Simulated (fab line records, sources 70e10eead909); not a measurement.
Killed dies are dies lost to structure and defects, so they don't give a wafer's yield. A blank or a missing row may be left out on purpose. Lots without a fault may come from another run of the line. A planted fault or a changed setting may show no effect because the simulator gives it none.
fab line records | flow nand_harc | part 1 of 2: steps 1 to 22 of 36
record lots=5 wafers=15 last_day=32
route steps=1302 shown P_STI@82 P_GATE@110
lots that met no fault: from a run of the same line without faults
start_h: hours from the record's first day to the start of the lot's first wafer shown | wait_h: hours since the lot's step before | " the same as in the row above | L1.1+2: a row that stands for several wafers | - no value, or no start given | * or withheld: withheld | < > ~ a bound
route shown NAME@n: a module of which the file shows steps, and the number in the route of the first | usual: mean/standard deviation of fault-free wafers | same: alike in all rows | chamber/n: place in a boat | sites: the reading at each site | _std_site: their standard deviation | _edge_site: outer sites' mean less inner sites' | radius_mm: how far each site lies from the wafer's centre | mask NAME#n: copy n | behind: the tool/chamber that last shaped the wafer | hold: why the lot was held/for how many hours/how that ended | device: the transistor (n, p or np) that didn't switch | end of line: the same wafers' tests at the end of the route | a step without rows: its recipe alone | killed: dies lost to structure and defects at the first sort, not the wafer's yield | map: a wafer's dies, x killed, . not, _ none there
set.NAME: the setting as run; set.NAME@STEP: as run at that earlier step | model.NAME: the simulator's own value behind a step, which no gauge read
lots at some steps of the route; a table a step, a row a wafer
services: from which hour (start_h, from the record's first day; less than 0 if before it) a tool's chamber was out of use, for how many hours, and why
## steps
# step NHARC_P_STI_DEVELOP_08
# recipe time_s=50 dev_temp_c=22
# columns lot.wafer tool chamber start_h wait_h
L077.2+4+5 litho_track-02 0 - -
L078.1+2+3 litho_track-07 0 - -
L079.2+4+6 litho_track-07 0 - -
L082.1+3+4 litho_track-02 0 - -
L094.1+3+5 litho_track-03 0 - -
# step NHARC_P_STI_CD_MEAS_09
# recipe target_cd_nm=200 landing_energy_ev=500
# usual cd_nm=199.9/2.6
# columns lot.wafer tool chamber start_h wait_h cd_nm
L077.2 cd_sem-02 0 75.38 - 196.1
L077.4 " 0 " " 197.8
L077.5 " 0 " " 200.8
L078.1 cd_sem-02 0 83.48 - 199.4
L078.2 " 0 " " 200.2
L078.3 " 0 " " 201.9
L079.2 cd_sem-02 0 93.68 - 202.5
L079.4 " 0 " " 201.6
L079.6 " 0 " " 204.1
L082.1 cd_sem-03 0 124.05 - 201.9
L082.3 " 0 " " 199.0
L082.4 " 0 " " 198.8
L094.1 cd_sem-02 0 247.53 - 199.1
L094.3 " 0 " " 199.1
L094.5 " 0 " " 198.1
# step NHARC_P_STI_OVL_MEAS_10
# usual overlay_x_nm=0/5.3 overlay_y_nm=0/7.5
# columns lot.wafer tool chamber start_h wait_h overlay_x_nm overlay_y_nm
L077.2 overlay-01 - 75.47 - 1 10
L077.4 " - " " 0 10
L077.5 " - " " 1 10
L078.1 overlay-02 - 83.57 - -7 -1
L078.2 " - " " -7 -1
L078.3 " - " " -7 -1
L079.2 overlay-02 - 93.77 - -2 13
L079.4 " - " " -2 13
L079.6 " - " " -2 13
L082.1 overlay-02 - 124.14 - -4 0
L082.3 " - " " -3 0
L082.4 " - " " -3 1
L094.1 overlay-01 - 247.61 - -1 -6
L094.3 " - " " -1 -6
L094.5 " - " " -1 -7
# step NHARC_P_STI_INSPECT_11
# usual raw_defect_count=5.0/2.4
# columns lot.wafer tool chamber start_h wait_h raw_defect_count
L077.2 defect_inspect-01 - 75.51 0.0 2
L077.4 " - " " 5
L077.5 " - " " 6
L078.1 defect_inspect-02 - 83.61 0.0 4
L078.2 " - " " 9
L078.3 " - " " 6
L079.2 defect_inspect-01 - 93.80 0.0 4
L079.4 " - " " 7
L079.6 " - " " 3
L082.1 defect_inspect-02 - 124.17 0.0 2
L082.3 " - " " 4
L082.4 " - " " 3
L094.1 defect_inspect-02 - 247.65 0.0 4
L094.3 " - " " 3
L094.5 " - " " 4
# step NHARC_P_STI_HARDBAKE_13
# recipe temp_c=118 time_s=65
# usual heater_power_total_W=195.7/0.38
# columns lot.wafer tool chamber start_h wait_h heater_power_total_W
L077.2 litho_track-07 0 75.57 0.1 196.1
L077.4 " 0 " " 195.5
L077.5 " 0 " " 195.9
L078.1 litho_track-07 0 83.66 0.1 196.2
L078.2 " 0 " " 195.6
L078.3 " 0 " " 195.8
L079.2 litho_track-02 0 93.86 0.1 195.7
L079.4 " 0 " " 195.2
L079.6 " 0 " " 196.1
L082.1 litho_track-07 0 124.23 0.1 196.2
L082.3 " 0 " " 195.7
L082.4 " 0 " " 196.1
L094.1 litho_track-07 0 247.71 0.1 195.3
L094.3 " 0 " " 196.1
L094.5 " 0 " " 195.1
# step NHARC_P_STI_DESCUM_14
# recipe time_s=3 o2_flow_sccm=200 ar_flow_sccm=0 bias_power_w=0 chemistry=O2
# usual chamber_pressure_mTorr=59.99/0.055 drypump_motor_current_A=6.1/0.45 mfc_ar_sccm=0.012/0.016 oes_product_au=0.999/0.011 rf_vpp_V=57.8/0.86 showerhead_plenum_p_Torr=1.92/0.09 throttle_valve_pct=11.311/0.0087
# columns lot.wafer tool chamber start_h wait_h chamber_pressure_mTorr drypump_motor_current_A mfc_ar_sccm oes_product_au rf_hours_counter_h rf_vpp_V showerhead_plenum_p_Torr throttle_valve_pct
L077.4 rie_diel-12 0 75.65 - 60.04 6.5 0 0.999 5 58.1 1.79 11.310
L077.2 " 1 " " 59.94 6.6 0 0.994 6 59.4 2.01 11.316
L077.5 " 3 " " 60.03 6.3 0.011 1.006 - 59.1 2.07 11.310
L078.3 rie_diel-07 3 83.74 - 60.05 6.6 0 1.026 11 57.9 1.92 11.304
L078.1 " 0 " " 60.00 5.7 0.039 1.000 11 58.2 1.88 11.317
L078.2 " 2 " " 59.94 6.0 0 1.000 10 57.0 1.93 11.301
L079.4 rie_diel-02 1 93.95 - 59.97 5.7 0 0.987 2 57.9 1.89 11.315
L079.2 " 3 " " 59.99 6.1 0.037 0.999 2 57.2 1.83 11.305
L079.6 " 1 " " 59.89 5.8 0 0.983 - 57.0 1.89 11.296
L082.4 rie_diel-12 1 124.31 - 59.94 6.6 0 0.996 1 58.0 2.00 11.314
L082.3 " 2 " " 59.92 5.2 0.039 0.986 1 57.3 2.05 11.318
L082.1 " 0 " " 59.96 6.5 0 1.003 1 58.1 1.79 11.306
L094.3 rie_diel-02 0 247.79 - 60.00 6.6 0 0.990 2 57.3 1.90 11.322
L094.1 " 2 " " 60.07 6.3 0.001 0.995 1 58.4 1.95 11.314
L094.5 " 1 " " 60.01 5.7 0 0.974 - 58.2 1.88 11.306
# step NHARC_P_STI_ETCH_42
# recipe target_depth_a=800 overetch_a=240 time_s=61 ion_energy_ev=200 n2_flow_sccm=150 h2_flow_sccm=150 ar_flow_sccm=0 rf_w=400 bias_w=150 chemistry=N2/H2
# usual chamber_pressure_mTorr=29.999/0.027 drypump_motor_current_A=6.1/0.43 mfc_ar_sccm=0.012/0.016 oes_product_au=0.999/0.011 rf_vpp_V=431/3 showerhead_plenum_p_Torr=2.05/0.1 throttle_valve_pct=14.172/0.0095
# columns lot.wafer tool chamber start_h wait_h chamber_pressure_mTorr drypump_motor_current_A mfc_ar_sccm oes_product_au rf_hours_counter_h rf_vpp_V showerhead_plenum_p_Torr throttle_valve_pct
L077.2 rie_diel-12 3 75.73 0.1 30.001 6.4 0.011 0.996 6 437 2.21 14.167
L077.4 " 0 " " 30.013 6.5 0 1.000 5 425 1.90 14.169
L077.5 " 3 " " 30.008 6.4 0.011 1.009 - 436 2.21 14.182
L078.1 rie_diel-07 2 83.83 0.1 29.994 6.0 0 0.993 10 431 2.06 14.161
L078.2 " 3 " " 30.009 6.6 0 1.023 11 431 2.05 14.170
L078.3 " 0 " " 30.027 5.7 0.039 0.996 11 429 2.00 14.171
L079.2 rie_diel-02 1 94.02 0.1 30.014 5.8 0 0.990 2 430 2.01 14.170
L079.4 " 3 " " 29.996 6.1 0.037 0.998 2 427 1.95 14.198
L079.6 " 2 " " 30.027 6.2 0.001 0.999 - 432 2.08 14.158
L082.1 rie_diel-12 1 124.39 0.1 30.017 6.6 0 0.993 1 434 2.14 14.179
L082.3 " 3 " " 30.003 6.4 0.011 0.996 1 435 2.21 14.161
L082.4 " 0 " " 30.023 6.5 0 1.002 1 427 1.90 14.187
L094.3 rie_diel-02 3 247.87 0.1 29.978 6.1 0.037 1.003 2 429 1.95 14.154
L094.1 " 2 " " 29.985 6.3 0.001 0.982 1 432 2.08 14.151
L094.5 " 3 " " 30.027 6.1 0.037 1.001 - 428 1.95 14.178
# step NHARC_P_STI_ETCH_31
# recipe target_depth_a=1089 time_s=54.5 cf4_flow_sccm=100 chf3_flow_sccm=30 ar_flow_sccm=0 rf_w=500 bias_w=200 chemistry=CF4/CHF3
# usual chamber_pressure_mTorr=25.001/0.023 drypump_motor_current_A=6.1/0.45 mfc_ar_sccm=0.013/0.016 oes_product_au=0.958/0.02 rf_vpp_V=370.9/2.4 showerhead_plenum_p_Torr=1.58/0.071 throttle_valve_pct=16.802/0.0092
# columns lot.wafer tool chamber start_h wait_h chamber_pressure_mTorr drypump_motor_current_A mfc_ar_sccm oes_product_au rf_hours_counter_h rf_vpp_V showerhead_plenum_p_Torr throttle_valve_pct
L077.4 rie_diel-12 3 - - 25.005 6.3 0.011 0.947 6 375.2 1.69 16.800
L077.2 " 0 " " 24.997 6.5 0 0.949 5 367.0 1.47 16.823
L077.5 " 2 " " 25.037 5.2 0.039 0.958 - 373.4 1.68 16.808
L078.2 rie_diel-07 2 - - 25.037 6.0 0 0.973 10 371.9 1.59 16.801
L078.3 " 3 " " 25.007 6.6 0 0.979 11 370.7 1.58 16.816
L078.1 " 1 " " 24.962 6.1 0.017 0.992 12 366.6 1.47 16.799
L079.2 rie_diel-02 0 - - 24.998 6.6 0 0.963 2 370.6 1.56 16.803
L079.4 " 1 " " 24.986 5.8 0 0.950 2 370.1 1.55 16.800
L079.6 " 3 " " 24.972 6.0 0.037 0.977 - 368.7 1.51 16.807
L082.4 rie_diel-12 3 - - 25.036 6.4 0.011 0.933 1 375.7 1.69 16.803
L082.3 " 0 " " 25.007 6.5 0 0.924 1 368.4 1.47 16.804
L082.1 " 1 " " 24.980 6.6 0 0.921 1 372.4 1.64 16.811
L094.1 rie_diel-02 0 - - 25.003 6.6 0 0.948 2 370.0 1.56 16.800
L094.3 " 1 " " 25.027 5.8 0 0.948 2 370.2 1.55 16.814
L094.5 " 2 " " 25.062 6.3 0.001 0.969 - 372.0 1.60 16.812
# step NHARC_P_STI_ETCH_15
# recipe target_depth_a=3000 taper_deg=4 time_s=100.1 hbr_flow_sccm=150 cl2_flow_sccm=50 rf_w=400 icp_w=400 bias_w=100 chemistry=HBr/Cl2
# usual chamber_pressure_mTorr=15.001/0.013 drypump_motor_current_A=5.9/0.34 he_backside_leak_sccm=2.7/0.3 oes_product_au=0.996/0.011 throttle_valve_pct=26.406/0.0094
# columns lot.wafer tool chamber start_h wait_h chamber_pressure_mTorr drypump_motor_current_A he_backside_leak_sccm oes_product_au rf_hours_counter_h throttle_valve_pct
L077.4 rie_si-01 2 75.93 - 15.014 5.7 2.6 1.018 0.4 26.410
L077.2 " 3 " " 15.010 5.4 4.4 0.996 0.4 26.396
L077.5 " 2 " " 14.972 5.7 2.6 1.010 - 26.388
L078.1 rie_si-06 0 84.02 - 14.999 5.7 2.7 0.978 0.0 26.411
L078.3 " 1 " " 15.001 6.7 2.9 0.987 0.0 26.414
L078.2 " 3 " " 14.982 6.1 2.8 0.991 0.0 26.421
L079.4 rie_si-04 0 94.23 - 15.015 6.0 2.7 1.003 0.7 26.414
L079.2 " 1 " " 15.006 5.8 2.8 1.007 0.8 26.407
L079.6 " 3 " " 15.003 6.0 2.7 0.994 - 26.392
L082.3 rie_si-06 3 125.04 - 15.022 6.1 2.7 1.002 0.3 26.393
L082.1 " 0 " " 14.982 5.7 2.8 1.001 0.3 26.411
L082.4 " 2 " " 15.020 5.9 2.5 1.007 0.3 26.417
L094.3 rie_si-04 2 248.06 - 14.996 5.9 2.6 0.984 0.5 26.421
L094.1 " 3 " " 15.015 6.0 2.8 0.973 0.5 26.410
L094.5 " 3 " " 14.997 6.0 2.6 0.971 - 26.414
# step NHARC_P_STI_CD_MEAS_16
# usual cd_nm=199.6/2.8
# columns lot.wafer tool chamber start_h wait_h cd_nm
L077.2 cd_sem-02 - 76.08 - 193.4
L077.4 " - " " 197.2
L077.5 " - " " 201.5
L078.1 cd_sem-03 - 84.18 - 198.0
L078.2 " - " " 199.0
L078.3 " - " " 203.3
L079.2 cd_sem-03 - 94.38 - 202.0
L079.4 " - " " 201.1
L079.6 " - " " 204.2
L082.1 cd_sem-02 - 125.21 - 200.6
L082.3 " - " " 196.2
L082.4 " - " " 198.9
L094.1 cd_sem-02 - 248.22 - 197.8
L094.3 " - " " 199.8
L094.5 " - " " 197.8
# step NHARC_P_STI_OCD_MEAS_17
# usual trench_depth_nm=299/4.5 trench_foot_cd_nm=158.1/2.7
# columns lot.wafer tool chamber start_h wait_h trench_depth_nm trench_foot_cd_nm
L077.2 ocd-01 - 76.17 0.1 297 155.1
L077.4 " - " " 306 155.0
L077.5 " - " " 306 157.7
L078.1 ocd-02 - 84.26 0.1 292 158.8
L078.2 " - " " 298 158.4
L078.3 " - " " 291 160.3
L079.2 ocd-02 - 94.47 0.1 305 159.5
L079.4 " - " " 300 159.6
L079.6 " - " " 296 162.1
L082.1 ocd-02 - 125.29 0.1 299 160.2
L082.3 " - " " 299 156.7
L082.4 " - " " 307 155.8
L094.1 ocd-02 - 248.31 0.1 292 158.2
L094.3 " - " " 292 157.6
L094.5 " - " " 289 157.2
# step NHARC_P_STI_STRIP_19
# recipe time_s=900 temp_c=130 chemistry=SPM
# usual bath_heat_duty_pct=15.1/1.5
# columns lot.wafer tool chamber start_h wait_h bath_heat_duty_pct
L077.5 wet_bench-03 7 76.23 0.1 15.1
L077.2 " 0 " " 18.3
L077.4 " 3 " " 16.1
L078.1 wet_bench-03 4 84.33 0.1 15.0
L078.2 " 6 " " 12.4
L078.3 " 0 " " 16.3
L079.4 wet_bench-03 2 94.52 0.0 13.2
L079.6 " 5 " " 14.6
L079.2 " 7 " " 16.3
L082.4 wet_bench-01 6 125.35 0.0 16.0
L082.1 " 7 " " 14.3
L082.3 " 2 " " 13.7
L094.1 wet_bench-01 7 248.37 0.1 14.4
L094.5 " 0 " " 15.2
L094.3 " 4 " " 16.2
# step NHARC_P_STI_PRECLEAN_32
# recipe time_s=* temp_c=50 bath_age_min=0 chemistry=SC1
# usual bath_heat_duty_pct=7.2/0.76
# columns lot.wafer tool chamber start_h wait_h bath_heat_duty_pct
L077.5 wet_bench-03 7 - - 8.5
L077.2 " 0 " " 7.5
L077.4 " 3 " " 7.3
L078.1 wet_bench-03 4 - - 7.2
L078.2 " 6 " " 6.6
L078.3 " 0 " " 7.8
L079.4 wet_bench-03 2 - - 6.7
L079.6 " 5 " " 8.0
L079.2 " 7 " " 7.8
L082.4 wet_bench-01 6 - - 7.6
L082.1 " 7 " " 6.6
L082.3 " 2 " " 8.7
L094.1 wet_bench-01 7 - - 8.0
L094.5 " 0 " " 6.8
L094.3 " 4 " " 7.4
# step NHARC_P_STI_SRD_23
# columns lot.wafer tool chamber start_h wait_h
L077.5+2+4 wet_bench-03 7,0,3 - -
L078.1+2+3 wet_bench-03 4,6,0 - -
L079.4+6+2 wet_bench-03 2,5,7 - -
L082.4+1+3 wet_bench-01 6,7,2 - -
L094.1+5+3 wet_bench-01 7,0,4 - -
# step NHARC_P_STI_OCD_MEAS_43
# usual trench_depth_nm=299/4.5 trench_foot_cd_nm=158.2/2.7
# columns lot.wafer tool chamber start_h wait_h trench_depth_nm trench_foot_cd_nm
L077.2 ocd-02 - 76.68 - 298 154.0
L077.4 " - " " 306 154.7
L077.5 " - " " 306 157.3
L078.1 ocd-01 - 84.77 - 293 157.7
L078.2 " - " " 298 159.2
L078.3 " - " " 291 161.0
L079.2 ocd-01 - 94.98 - 305 160.3
L079.4 " - " " 300 159.3
L079.6 " - " " 295 163.3
L082.1 ocd-01 - 125.80 - 299 160.1
L082.3 " - " " 298 157.3
L082.4 " - " " 306 156.3
L094.1 ocd-01 - 248.82 - 292 158.0
L094.3 " - " " 292 158.5
L094.5 " - " " 289 156.7
# step NHARC_P_STI_OXIDE_33
# recipe target_thk_a=100 temp_c=1000 ox_time_s=281 material=SiO2
# usual spike_tc_lower_C=999.9/1.2 zone_power_centre_pct=23.2/0.53 zone_power_top_pct=45.4/2.5
# same ox_time_s=281
# columns lot.wafer tool chamber start_h wait_h spike_tc_lower_C zone_power_centre_pct zone_power_top_pct
L077.2 furnace-08 0 80.06 3.4 1000.5 23.7 44.3
L077.4 " 0 " " 1001.4 23.6 43.9
L077.5 " 0 " " 1001.4 23.6 43.9
L078.1 furnace-07 0 88.46 3.7 1000.3 22.6 44.9
L078.2 " 0 " " 998.1 22.7 44.0
L078.3 " 0 " " 999.4 22.6 44.7
L079.2 furnace-08 0 98.36 3.4 999.5 23.9 44.2
L079.4 " 0 " " 1000.6 23.4 43.6
L079.6 " 0 " " 999.2 23.2 44.0
L082.1 furnace-07 0 132.01 6.2 999.0 22.4 44.5
L082.3 " 0 " " 999.7 22.5 45.0
L082.4 " 0 " " 1001.2 22.8 45.2
L094.1 furnace-08 0 256.29 7.5 1001.0 23.4 43.6
L094.3 " 0 " " 1000.7 23.4 44.3
L094.5 " 0 " " 1001.1 23.4 44.0
# step NHARC_P_STI_HDPCVD_20
# recipe target_thk_a=withheld sigma_open_frac=withheld material=SiO2
# columns lot.wafer tool chamber start_h wait_h
L077.2+4+5 hdpcvd-01 0,1,0 84.77 0.4
L078.1+2+3 hdpcvd-01 0,1,0 93.20 0.4
L079.2+4+6 hdpcvd-01 0 103.13 0.5
L082.1+4+3 hdpcvd-01 0,1,0 136.85 0.5
L094.1+3+5 hdpcvd-01 0,1,0 260.83 0.4
# step NHARC_P_STI_ANNEAL_34
# recipe temp_c=1000 time_s=1800
# usual spike_tc_lower_C=1000.9/1.3 tube_center_temp_C_max=1002.6/0.4 zone_power_centre_pct=23.5/0.47 zone_power_top_pct=47/3.2
# columns lot.wafer tool chamber start_h wait_h spike_tc_lower_C tube_center_temp_C_max zone_power_centre_pct zone_power_top_pct
L077.2 furnace-01 0 86.08 1.2 1002.3 1003.2 24.1 50
L077.4 " 0 " " 1002.4 1002.3 23.6 50
L077.5 " 0 " " 1001.7 1002.4 23.5 51
L078.1 furnace-01 0 96.94 3.7 1003.4 1002.2 23.9 51
L078.2 " 0 " " 1000.7 1002.4 23.9 50
L078.3 " 0 " " 1000.8 1003.3 23.7 50
L079.2 furnace-01 0 109.50 6.3 1000.2 1002.7 23.6 50
L079.4 " 0 " " 1001.2 1002.2 23.9 51
L079.6 " 0 " " 1000.0 1002.4 23.8 51
L082.1 furnace-08 0 141.93 5.0 1001.8 1002.6 23.1 44
L082.3 " 0 " " 1000.1 1002.3 23.5 44
L082.4 " 0 " " 1000.3 1001.9 23.5 44
L094.1 furnace-01 0 264.57 3.7 1001.7 1002.7 23.8 50
L094.3 " 0 " " 1000.0 1004.0 24.0 50
L094.5 " 0 " " 1000.4 1002.0 23.9 50
# step NHARC_P_STI_CMP_21
# recipe t_overpolish_s=20 target_thk_nm=380.67
# usual motor_current_A=12.3/1.1 overpolish_run_s=19.999/0.0088 retaining_ring_pressure_frac=1.000/0.0047 slurry_flow_ml_min=150.0/0.47
# same t_overpolish_s=20
# columns lot.wafer tool chamber start_h wait_h motor_current_A overpolish_run_s retaining_ring_pressure_frac slurry_flow_ml_min
L077.4 cmp-03 3 91.02 0.4 10.6 20.002 1.003 149.8
L077.2 " 0 " " 12.3 19.997 1.003 149.9
L077.5 " 1 " " 12.3 20.013 0.996 149.9
L078.1 cmp-01 0 101.87 0.4 14.0 20.000 0.998 150.0
L078.2 " 1 " " 11.3 20.010 1.005 150.2
L078.3 " 2 " " 11.9 20.000 0.993 150.2
L079.2 cmp-02 0 114.37 0.4 12.1 19.999 0.998 150.0
L079.4 " 2 " " 14.0 19.988 0.999 150.0
L079.6 " 0 " " 12.1 20.007 1.004 150.4
L082.4 cmp-02 0 146.83 0.4 12.1 20.004 1.006 150.0
L082.1 " 2 " " 12.8 20.007 1.006 149.4
L082.3 " 3 " " 14.6 19.996 0.997 150.0
L094.3 cmp-01 3 269.48 0.4 11.9 19.995 1.002 150.6
L094.1 " 1 " " 10.9 19.995 1.004 149.4
L094.5 " 3 " " 11.8 19.990 1.007 150.3
# step NHARC_P_STI_SRD_35
# columns lot.wafer tool chamber start_h wait_h
L077.2+4+5 wet_bench-07 4,6,7 91.28 0.0
L078.3+1+2 wet_bench-03 1,3,4 102.17 0.0
L079.4+2+6 wet_bench-03 2,3,4 114.68 0.0
L082.1+4+3 wet_bench-03 5,6,0 147.14 0.0
L094.3+1+5 wet_bench-03 1,2,4 269.76 0.0
# step NHARC_P_STI_ETCH_36
# recipe target_depth_a=388 chemistry=dHF material=SiO2
# columns lot.wafer tool chamber start_h wait_h
L077.2+4+5 wet_bench-07 4,6,7 91.30 0.0
L078.3+1+2 wet_bench-03 1,3,4 102.20 0.0
L079.4+2+6 wet_bench-03 2,3,4 114.70 0.0
L082.1+4+3 wet_bench-03 5,6,0 147.16 0.0
L094.3+1+5 wet_bench-03 1,2,4 269.79 0.0
# step NHARC_P_STI_STRIP_24
# recipe temp_c=160 chemistry=H3PO4 material=Si3N4
# usual bath_heat_duty_pct=27.1/2.5
# columns lot.wafer tool chamber start_h wait_h bath_heat_duty_pct
L077.2 wet_bench-07 4 91.31 0.0 26.1
L077.4 " 6 " " 30.9
L077.5 " 7 " " 22.3
L078.3 wet_bench-03 1 102.21 0.0 28.2
L078.1 " 3 " " 28.4
L078.2 " 4 " " 30.6
L079.4 wet_bench-03 2 114.72 0.0 25.3
L079.2 " 3 " " 29.0
L079.6 " 4 " " 29.7
L082.1 wet_bench-03 5 147.18 0.0 27.1
L082.4 " 6 " " 24.1
L082.3 " 0 " " 29.7
L094.3 wet_bench-03 1 269.81 0.0 27.7
L094.1 " 2 " " 24.7
L094.5 " 4 " " 30.0
